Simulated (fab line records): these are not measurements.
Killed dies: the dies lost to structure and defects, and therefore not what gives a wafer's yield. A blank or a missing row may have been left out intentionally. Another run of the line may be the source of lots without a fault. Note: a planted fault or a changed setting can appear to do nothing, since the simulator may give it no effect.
A struck lot beside a sound one    flow n5_finfet    15 steps out of a route of 1938
Sound: the wafers L894.1, L894.5, L894.6. Struck: wafers L908.2, L908.5. At the end, the cause is stated.
For every step that has rows: the tool of each side, followed by ch and its chambers, followed by its first start. Under that, the readings that differ: sound wafers    struck wafers    difference of the means    sigmas: that difference in standard deviations of wafers without a fault.
alike: a reading whose means differ by less than 2 such deviations, as well as words and numbers matching on both sides. not compared: withheld readings; readings where some wafer has no value; bounds like >300 that might hide an equal value; numbers whose values overlap and for which the record gives no deviation.
The two part at a step that has a row with sigmas, a row that says differs or no value, or rows on one side only. Numbers that have no deviation but don't overlap get no sigmas and don't part them. Lack of a reading on every wafer of one side parts them only where that side has two or more wafers.

first, 8 steps without rows for these wafers: N5_BEOL_M11_COAT_59 (time 60 s, resist thk 100 nm); N5_BEOL_M11_COAT_60 (time 60 s, resist thk 30 nm); N5_BEOL_M11_COAT_05 (resist thk 90 nm); N5_BEOL_M11_EBR_07; N5_BEOL_M11_SOFTBAKE_06 (time 60 s); N5_BEOL_M11_EXPOSE_08 (exposes mask M11); N5_BEOL_M11_PEB_09 (peb time 60 s); N5_BEOL_M11_DEVELOP_10 (develop time 30 s).
N5_BEOL_M11_CD_MEAS_11: the cd target is 64.1 nm.
  sound on cd_sem-03 ch 0, day 11 22:52; struck on cd_sem-01 ch 0, day 15 07:26
  alike: cd_nm
N5_BEOL_M11_OVL_MEAS_12:
  sound on overlay-01 ch 0, day 11 22:54; struck on overlay-01 ch 0, day 15 07:28
  alike: M11_OVL
N5_BEOL_M11_INSPECT_13: inspects for defects (brightfield).
  struck on defect_inspect-01, day 15 07:29; sound on defect_inspect-01, day 11 22:56
  alike: raw_defect_count
N5_BEOL_M11_DESCUM_16: chemistry O2, time 7.9 s.
  sound on rie_diel-05 ch 0,1,3, day 11 23:08; struck on rie_diel-05 ch 3, day 15 07:37
  alike: drypump_motor_current_A, o2_flow_sccm, oes_product_au, rf_vpp_V, showerhead_plenum_p_Torr, throttle_valve_pct
  not compared: rf_hours_counter_h
N5_BEOL_M11_ETCH_61: etches SiARC in CF4, target depth 39 nm, time 65 s.
  sound on rie_diel-05 ch 0,1,3, day 11 23:10; struck on rie_diel-05 ch 3, day 15 07:39
reading                sound           struck     difference  sigmas
etch_rf_on_time_s (s)  66.9 64.2 64.6  86.9 86.8  +21.6       +18
  alike: drypump_motor_current_A, oes_product_au, rf_vpp_V, showerhead_plenum_p_Torr, throttle_valve_pct
  not compared: rf_hours_counter_h
N5_BEOL_M11_ETCH_62: etches SOC in N2/H2, target depth 110 nm, overetch 22 nm, time 165 s.
  sound on rie_diel-05 ch 0,1,3, day 11 23:13; struck on rie_diel-05 ch 3, day 15 07:42
  alike: drypump_motor_current_A, n2_flow_sccm, oes_product_au, rf_vpp_V, showerhead_plenum_p_Torr, throttle_valve_pct
  not compared: rf_hours_counter_h
next, for these wafers, 1 step has no rows: N5_PASSIVATION_PROBE_49.

## WHERE THEY PART
At N5_BEOL_M11_ETCH_61 and nowhere else, as far as this record goes. Later steps at which nothing parts them and some readings are alike: N5_BEOL_M11_ETCH_62.

WHY: what had been put in by the simulator
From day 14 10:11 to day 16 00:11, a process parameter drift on rie_diel-05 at N5_BEOL_M11_ETCH_61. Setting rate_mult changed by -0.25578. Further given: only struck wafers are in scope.
